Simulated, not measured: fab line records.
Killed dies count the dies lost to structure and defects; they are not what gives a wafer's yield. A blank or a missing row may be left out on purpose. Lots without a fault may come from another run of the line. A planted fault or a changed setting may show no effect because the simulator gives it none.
The tool behind it: which one? | flow n5-finfet | Sampling: 24 lots, 72 wafers, 5 of 1938 route steps

## WHAT THE GAUGES READ, wafer by wafer
N5_STI_FIN_REVEAL_THK_MEAS_05.
lot  | measured    | on            | thk-nm (nm)
L074 | day 2 09:26 | film-metro-02 | 132.5 131.2 130.8
L075 | day 2 17:05 | film-metro-01 | 132.2 132.9 131.5
L076 | day 2 21:46 | film-metro-01 | 132.2 132.3 132.3
L077 | day 3 04:14 | film-metro-01 | 131.3 130.5 130.6
L078 | day 3 10:31 | film-metro-01 | 131.9 131.2 133.6
L079 | day 3 18:40 | film-metro-02 | 131.6 131.9 131.0
L080 | day 4 00:43 | film-metro-02 | 131.8 132.0 132.5
L081 | day 4 06:35 | film-metro-01 | 131.8 131.2 131.8
L082 | day 4 10:35 | film-metro-02 | 132.1 131.0 132.2
L083 | day 4 16:39 | film-metro-01 | 129.5 130.3 129.3
L084 | day 4 23:37 | film-metro-01 | 131.0 131.9 131.6
L085 | day 5 05:03 | film-metro-02 | 131.3 132.4 131.8
L086 | day 5 11:23 | film-metro-02 | 130.7 131.0 130.8
L087 | day 5 16:32 | film-metro-01 | 131.7 131.8 131.6
L088 | day 5 22:29 | film-metro-02 | 130.3 130.4 132.2
L089 | day 6 05:02 | film-metro-02 | 133.2 131.6 132.7
L090 | day 6 09:13 | film-metro-02 | 131.4 132.1 130.9
L091 | day 6 15:35 | film-metro-01 | 132.6 131.5 131.7
L092 | day 6 21:01 | film-metro-01 | 132.4 132.8 132.5
L093 | day 7 03:44 | film-metro-01 | 131.9 132.4 132.2
L094 | day 7 10:09 | film-metro-01 | 131.7 131.3 130.9
L095 | day 7 15:01 | film-metro-02 | 130.4 129.6 129.8
L096 | day 7 22:31 | film-metro-01 | 131.2 129.4 131.3
L097 | day 8 03:53 | film-metro-02 | 131.7 130.3 131.9

## EACH LOT AND THE TOOL THAT RAN IT (in order: tool; ch and the chambers of the sampled wafers; start)
lot  | N5_FIN_SAQP_MANDREL1_REMOVE_56  | N5_FIN_SAQP_RECESS_63             | N5_FIN_SAQP_ETCH_69               | N5_FIN_CUT_DESCUM_13
L074 | rie-si-04 ch 2,3, day 1 23:40   | vapor-etch-02 ch 0,1, day 2 00:11 | rie-diel-03 ch 0,1,3, day 2 00:38 | rie-diel-01 ch 0,1,2, day 2 03:04
L075 | rie-si-03 ch 0,1,2, day 2 06:57 | vapor-etch-02 ch 0,1, day 2 07:20 | rie-diel-04 ch 0,1,2, day 2 07:47 | rie-diel-01 ch 0,1,3, day 2 09:46
L076 | rie-si-02 ch 0,2, day 2 12:44   | vapor-etch-02 ch 0,1, day 2 13:07 | rie-diel-03 ch 0,3, day 2 13:34   | rie-diel-06 ch 1,2, day 2 15:26
L077 | rie-si-03 ch 0,2,3, day 2 18:12 | vapor-etch-01 ch 0,1, day 2 18:35 | rie-diel-03 ch 0,2, day 2 19:03   | rie-diel-05 ch 1,2,3, day 2 21:17
L078 | rie-si-02 ch 0,1, day 3 01:10   | vapor-etch-01 ch 0,1, day 3 01:38 | rie-diel-03 ch 0,1,2, day 3 02:05 | rie-diel-06 ch 0,1, day 3 04:05
L079 | rie-si-04 ch 0,1,2, day 3 09:19 | vapor-etch-01 ch 0,1, day 3 09:53 | rie-diel-04 ch 1,2, day 3 10:23   | rie-diel-01 ch 0,3, day 3 12:18
L080 | rie-si-02 ch 0,2,3, day 3 15:07 | vapor-etch-02 ch 0,1, day 3 15:37 | rie-diel-03 ch 1,2,3, day 3 15:58 | rie-diel-06 ch 2,3, day 3 17:46
L081 | rie-si-04 ch 0,1,2, day 3 19:11 | vapor-etch-01 ch 0,1, day 3 19:46 | rie-diel-02 ch 0,3, day 3 20:07   | rie-diel-06 ch 1,2, day 3 23:35
L082 | rie-si-02 ch 0,2,3, day 4 01:10 | vapor-etch-01 ch 0,1, day 4 01:32 | rie-diel-02 ch 1,2,3, day 4 02:04 | rie-diel-06 ch 0,2,3, day 4 04:07
L083 | rie-si-02 ch 0,2,3, day 4 05:31 | vapor-etch-02 ch 0,1, day 4 05:53 | rie-diel-02 ch 0,2,3, day 4 06:24 | rie-diel-06 ch 0,1,2, day 4 09:14
L084 | rie-si-04 ch 2,3, day 4 13:26   | vapor-etch-01 ch 0,1, day 4 14:02 | rie-diel-03 ch 0,1, day 4 14:22   | rie-diel-06 ch 2,3, day 4 17:16
L085 | rie-si-03 ch 0,2,3, day 4 18:39 | vapor-etch-02 ch 1, day 4 19:02   | rie-diel-03 ch 1,2,3, day 4 19:29 | rie-diel-05 ch 2,3, day 4 21:41
L086 | rie-si-03 ch 0,2,3, day 5 01:11 | vapor-etch-01 ch 0,1, day 5 01:41 | rie-diel-02 ch 0,2, day 5 02:11   | rie-diel-06 ch 0,1,3, day 5 05:04
L087 | rie-si-04 ch 0,1, day 5 07:17   | vapor-etch-02 ch 0,1, day 5 07:45 | rie-diel-04 ch 0,1,2, day 5 08:13 | rie-diel-06 ch 0,2,3, day 5 10:11
L088 | rie-si-03 ch 0,3, day 5 12:33   | vapor-etch-02 ch 0,1, day 5 12:56 | rie-diel-02 ch 1,2,3, day 5 13:23 | rie-diel-01 ch 0,1,3, day 5 15:27
L089 | rie-si-02 ch 0,1,3, day 5 19:14 | vapor-etch-01 ch 1, day 5 19:42   | rie-diel-04 ch 1,2,3, day 5 20:40 | rie-diel-06 ch 1,2,3, day 5 22:38
L090 | rie-si-03 ch 0,1,2, day 5 23:38 | vapor-etch-01 ch 1, day 6 00:01   | rie-diel-03 ch 0,1,3, day 6 00:57 | rie-diel-06 ch 1,2,3, day 6 02:53
L091 | rie-si-03 ch 1,2,3, day 6 05:44 | vapor-etch-02 ch 0,1, day 6 06:07 | rie-diel-04 ch 1,3, day 6 06:53   | rie-diel-06 ch 1,3, day 6 08:57
L092 | rie-si-04 ch 2,3, day 6 11:39   | vapor-etch-01 ch 0,1, day 6 12:09 | rie-diel-03 ch 0,2,3, day 6 12:31 | rie-diel-05 ch 0,1,3, day 6 14:22
L093 | rie-si-04 ch 0,2,3, day 6 17:22 | vapor-etch-01 ch 0,1, day 6 18:02 | rie-diel-03 ch 0,2, day 6 18:28   | rie-diel-05 ch 0,2,3, day 6 20:26
L094 | rie-si-02 ch 0,2, day 7 00:35   | vapor-etch-02 ch 0,1, day 7 01:05 | rie-diel-03 ch 0,1,3, day 7 01:25 | rie-diel-06 ch 2,3, day 7 03:43
L095 | rie-si-04 ch 0,2, day 7 05:16   | vapor-etch-01 ch 0,1, day 7 05:53 | rie-diel-02 ch 0,2,3, day 7 06:22 | rie-diel-05 ch 0,1,2, day 7 08:40
L096 | rie-si-02 ch 0,3, day 7 12:37   | vapor-etch-01 ch 0,1, day 7 12:59 | rie-diel-02 ch 0,2,3, day 7 13:26 | rie-diel-01 ch 1,2, day 7 15:17
L097 | rie-si-03 ch 0,2,3, day 7 18:28 | vapor-etch-02 ch 0,1, day 7 18:50 | rie-diel-04 ch 0,3, day 7 19:30   | rie-diel-05 ch 0,1,3, day 7 21:33
- N5_FIN_SAQP_MANDREL1_REMOVE_56: chemistry HBr/Cl2/O2, target a-Si, stops on SiNx, bt time 10 s.
- N5_FIN_SAQP_RECESS_63: chemistry HF/NH3, target SiO2, target depth 18 nm, afs cycles 3, sublimation time 60 s.
- N5_FIN_SAQP_ETCH_69: etches SOC in N2/H2, stops on SiNx, target depth 150 nm.
- N5_FIN_CUT_DESCUM_13: chemistry O2, time 7 s.

## AS READ BY THE TOOLS THEMSELVES (means over the sampled wafers that have a number; for cases with no such wafer, the mark the record gives instead)
N5_FIN_SAQP_MANDREL1_REMOVE_56.
lot  | tool      | HBr_flow_sccm (sccm) | drypump-motor-current-A (A) | oes-product-au (a.u.) | throttle-valve-pct (%)
L074 | rie-si-04 | 149.6                | 5.9                         | 1.013                 | 36.9
L075 | rie-si-03 | 149.8                | 5.8                         | 1.007                 | 36.5
L076 | rie-si-02 | 150.1                | 5.2                         | 1.002                 | 36.8
L077 | rie-si-03 | 150.2                | 6.0                         | 1.019                 | 36.4
L078 | rie-si-02 | 149.9                | 5.6                         | 0.997                 | 36.6
L079 | rie-si-04 | 149.4                | 5.9                         | 0.999                 | 37.0
L080 | rie-si-02 | 149.9                | 5.3                         | 1.010                 | 36.7
L081 | rie-si-04 | 149.8                | 6.0                         | 0.991                 | 37.0
L082 | rie-si-02 | 149.5                | 5.3                         | 1.007                 | 36.7
L083 | rie-si-02 | 150.3                | 5.3                         | 1.001                 | 36.7
L084 | rie-si-04 | 149.7                | 5.9                         | 1.007                 | 36.4
L085 | rie-si-03 | 149.6                | 6.0                         | 1.003                 | 36.4
L086 | rie-si-03 | 150.5                | 6.0                         | 1.021                 | 36.4
L087 | rie-si-04 | 149.9                | 5.9                         | 0.984                 | 36.9
L088 | rie-si-03 | 150.0                | 6.1                         | 1.013                 | 36.4
L089 | rie-si-02 | 149.7                | 5.7                         | 1.009                 | 36.4
L090 | rie-si-03 | 149.7                | 5.7                         | 1.003                 | 36.5
L091 | rie-si-03 | 150.1                | 5.6                         | 1.003                 | 36.6
L092 | rie-si-04 | 149.8                | 6.0                         | 1.004                 | 36.9
L093 | rie-si-04 | 150.0                | 6.0                         | 0.992                 | 36.7
L094 | rie-si-02 | 149.8                | 5.2                         | 0.992                 | 36.9
L095 | rie-si-04 | 149.8                | 6.0                         | 1.011                 | 37.2
L096 | rie-si-02 | 150.0                | 5.6                         | 1.013                 | 36.4
L097 | rie-si-03 | 150.0                | 6.0                         | 1.007                 | 36.4

N5_FIN_SAQP_RECESS_63.
lot  | tool          | drypump-motor-current-A (A) | foreline-p-Torr (Torr)
L074 | vapor-etch-02 | 5.8                         | 0.1277
L075 | vapor-etch-02 | 5.8                         | 0.1284
L076 | vapor-etch-02 | 5.3                         | 0.1279
L077 | vapor-etch-01 | 6.0                         | 0.1282
L078 | vapor-etch-01 | 6.0                         | 0.1278
L079 | vapor-etch-01 | 6.0                         | 0.1282
L080 | vapor-etch-02 | 5.8                         | 0.1283
L081 | vapor-etch-01 | 6.0                         | 0.1280
L082 | vapor-etch-01 | 6.0                         | 0.1277
L083 | vapor-etch-02 | 5.8                         | 0.1283
L084 | vapor-etch-01 | 5.5                         | 0.1280
L085 | vapor-etch-02 | 6.3                         | 0.1280
L086 | vapor-etch-01 | 6.0                         | 0.1277
L087 | vapor-etch-02 | 5.3                         | 0.1280
L088 | vapor-etch-02 | 5.8                         | 0.1282
L089 | vapor-etch-01 | 6.5                         | 0.1284
L090 | vapor-etch-01 | 6.5                         | 0.1276
L091 | vapor-etch-02 | 5.3                         | 0.1280
L092 | vapor-etch-01 | 5.5                         | 0.1280
L093 | vapor-etch-01 | 6.0                         | 0.1278
L094 | vapor-etch-02 | 5.8                         | 0.1275
L095 | vapor-etch-01 | 5.5                         | 0.1282
L096 | vapor-etch-01 | 6.0                         | 0.1284
L097 | vapor-etch-02 | 5.3                         | 0.1281

N5_FIN_SAQP_ETCH_69.
lot  | tool        | drypump-motor-current-A (A) | h2-flow-sccm (sccm) | oes-product-au (a.u.) | rf-vpp-V (V) | showerhead-plenum-p-Torr (Torr) | throttle-valve-pct (%)
L074 | rie-diel-03 | 5.5                         | 199.7               | 0.79                  | 241.1        | 2.56                            | 17.84
L075 | rie-diel-04 | 5.4                         | 200.0               | 0.74                  | 241.3        | 2.57                            | 18.08
L076 | rie-diel-03 | 5.8                         | 199.8               | 0.71                  | 241.2        | 2.57                            | 18.17
L077 | rie-diel-03 | 5.9                         | 199.6               | 0.72                  | 240.3        | 2.53                            | 18.03
L078 | rie-diel-03 | 5.8                         | 199.9               | 0.76                  | 239.4        | 2.51                            | 17.86
L079 | rie-diel-04 | 5.4                         | 199.2               | 0.73                  | 241.0        | 2.55                            | 17.99
L080 | rie-diel-03 | 5.5                         | 200.1               | 0.79                  | 241.1        | 2.57                            | 17.69
L081 | rie-diel-02 | 5.2                         | 201.0               | 0.71                  | 240.2        | 2.40                            | 17.91
L082 | rie-diel-02 | 5.6                         | 199.8               | 0.76                  | 239.4        | 2.47                            | 17.66
L083 | rie-diel-02 | 5.2                         | 200.1               | 0.78                  | 240.1        | 2.44                            | 17.88
L084 | rie-diel-03 | 5.6                         | 200.0               | 0.90                  | 240.1        | 2.48                            | 17.57
L085 | rie-diel-03 | 5.4                         | 200.2               | 0.79                  | 240.1        | 2.56                            | 17.71
L086 | rie-diel-02 | 5.1                         | 199.9               | 0.83                  | 239.9        | 2.47                            | 17.84
L087 | rie-diel-04 | 5.4                         | 199.8               | 0.71                  | 240.4        | 2.56                            | 18.12
L088 | rie-diel-02 | 5.6                         | 199.6               | 0.85                  | 241.1        | 2.57                            | 17.54
L089 | rie-diel-04 | 5.8                         | 200.1               | 0.72                  | 240.1        | 2.55                            | 17.99
L090 | rie-diel-03 | 5.5                         | 200.3               | 0.84                  | 241.3        | 2.55                            | 17.73
L091 | rie-diel-04 | 6.1                         | 199.6               | 0.72                  | 240.7        | 2.59                            | 18.05
L092 | rie-diel-03 | 5.7                         | 199.7               | 0.79                  | 241.4        | 2.56                            | 17.91
L093 | rie-diel-03 | 6.0                         | 199.7               | 0.84                  | 240.0        | 2.50                            | 17.96
L094 | rie-diel-03 | 5.5                         | 200.2               | 0.83                  | 241.1        | 2.54                            | 17.75
L095 | rie-diel-02 | 5.2                         | 200.6               | 0.83                  | 240.0        | 2.53                            | 17.76
L096 | rie-diel-02 | 5.2                         | 199.3               | 0.82                  | 240.8        | 2.53                            | 17.79
L097 | rie-diel-04 | 5.7                         | 200.0               | 0.68                  | 239.8        | 2.51                            | 18.01

N5_FIN_CUT_DESCUM_13.
lot  | tool        | drypump-motor-current-A (A) | oes-product-au (a.u.) | rf-vpp-V (V) | showerhead-plenum-p-Torr (Torr) | throttle-valve-pct (%)
L074 | rie-diel-01 | 5.78                        | 0.71                  | 243.4        | 2.16                            | 20.70
L075 | rie-diel-01 | 5.92                        | 0.73                  | 244.8        | 2.18                            | 20.58
L076 | rie-diel-06 | 5.37                        | 0.71                  | 244.9        | 2.13                            | 20.47
L077 | rie-diel-05 | 5.47                        | 0.83                  | 243.3        | 2.12                            | 20.33
L078 | rie-diel-06 | 5.65                        | 0.74                  | 245.0        | 2.16                            | 20.31
L079 | rie-diel-01 | 5.98                        | 0.71                  | 243.7        | 2.17                            | 20.58
L080 | rie-diel-06 | 5.40                        | 0.85                  | 243.1        | 2.07                            | 20.40
L081 | rie-diel-06 | 5.47                        | 0.72                  | 243.5        | 2.12                            | 20.52
L082 | rie-diel-06 | 5.56                        | 0.80                  | 242.3        | 2.10                            | 20.37
L083 | rie-diel-06 | 5.56                        | 0.73                  | 244.4        | 2.14                            | 20.41
L084 | rie-diel-06 | 5.37                        | 0.84                  | 242.9        | 2.06                            | 20.41
L085 | rie-diel-05 | 5.55                        | 0.77                  | 242.6        | 2.09                            | 20.52
L086 | rie-diel-06 | 5.49                        | 0.77                  | 243.8        | 2.11                            | 20.36
L087 | rie-diel-06 | 5.57                        | 0.78                  | 242.7        | 2.10                            | 20.38
L088 | rie-diel-01 | 5.93                        | 0.72                  | 243.6        | 2.17                            | 20.62
L089 | rie-diel-06 | 5.36                        | 0.77                  | 243.4        | 2.10                            | 20.46
L090 | rie-diel-06 | 5.40                        | 0.76                  | 243.7        | 2.09                            | 20.47
L091 | rie-diel-06 | 5.27                        | 0.80                  | 242.8        | 2.07                            | 20.40
L092 | rie-diel-05 | 5.62                        | 0.76                  | 243.9        | 2.13                            | 20.38
L093 | rie-diel-05 | 5.71                        | 0.77                  | 243.4        | 2.13                            | 20.41
L094 | rie-diel-06 | 5.38                        | 0.82                  | 243.0        | 2.06                            | 20.44
L095 | rie-diel-05 | 5.61                        | 0.82                  | 244.1        | 2.14                            | 20.25
L096 | rie-diel-01 | 5.72                        | 0.69                  | 243.6        | 2.15                            | 20.77
L097 | rie-diel-05 | 5.62                        | 0.75                  | 243.4        | 2.12                            | 20.39

## THE ANSWER, worked out from the rows above alone
Rule: what is usual is taken from the lots themselves. The widest of any qualifying gaps counts: lots, ordered by their means at a reading, are off when they make up no more than a third of the lots, leave a main group of 4 or more, and stand apart from it by 3 or more times the standard deviation of that group's means. Not used: any main group whose means are identical at the precision the tables above print for the reading. A lot without any number at a reading at which 4 lots or more have one is off too. Any other lot the step has rows for is counted as sound. The gauges are gone through in route order, then the tools' own readings, and for those a lot's mean is taken as printed above. At the first step where some lot is off, the reading lying furthest off is the one used; lots without a number count as furthest.
No lot is off at any reading shown: from this, nothing can be told.

## WHAT THE SIMULATOR HAD INSERTED
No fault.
